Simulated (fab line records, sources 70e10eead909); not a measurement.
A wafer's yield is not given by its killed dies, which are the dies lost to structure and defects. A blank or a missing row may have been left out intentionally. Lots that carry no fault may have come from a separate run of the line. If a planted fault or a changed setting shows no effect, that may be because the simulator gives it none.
Matching of chambers + flow nand_harc + NHARC_THIN_TSV_DESCUM_14 on rie_diel-02 has 4 sister chambers
The step chemistry O2, time 3 s. 4 wafers are shown with their chamber, then 8 later ones without.

## WAFERS, EACH WITH ITS CHAMBER
| wafer  | chamber | drypump_motor_current_A (A) |
|--------|---------|-----------------------------|
| L770.4 | 0       | 5.8                         |
| L781.5 | 1       | 5.9                         |
| L781.6 | 2       | 5.6                         |
| L780.4 | 3       | 6.6                         |

## WAFERS WHOSE CHAMBER IS MISSING
| wafer  | drypump_motor_current_A (A) |
|--------|-----------------------------|
| L780.5 | 6.6                         |
| L780.6 | 5.8                         |
| L782.1 | 5.8                         |
| L782.3 | 6.5                         |
| L782.5 | 5.8                         |
| L786.2 | 5.8                         |
| L786.5 | 5.6                         |
| L786.6 | 6.6                         |

## CHAMBER TAKEN BY EACH
| wafer  | from the rows above | in truth |
|--------|---------------------|----------|
| L780.5 | 3                   | 3        |
| L780.6 | 0                   | 0        |
| L782.1 | 0                   | 0        |
| L782.3 | 3                   | 3        |
| L782.5 | 0                   | 0        |
| L786.2 | 0                   | 0        |
| L786.5 | 2                   | 2        |
| L786.6 | 3                   | 3        |
Correct placement for 8 of the 8. Number that these rows cannot place: 0. 0 placed wrongly.
How it was worked out, from the rows above alone: a wafer's distance from a chamber is the root of the sum, over the readings, of the square of ((its reading less the chamber's mean) divided by the reading's scatter). The wafer belongs to the nearest chamber; if the next one is less than 2 further off, it can't be placed. The mean given for a chamber averages the wafers shown for that chamber. The scatter: root of mean squared gap, hidden wafer to nearest shown wafer, with one shown wafer a chamber.
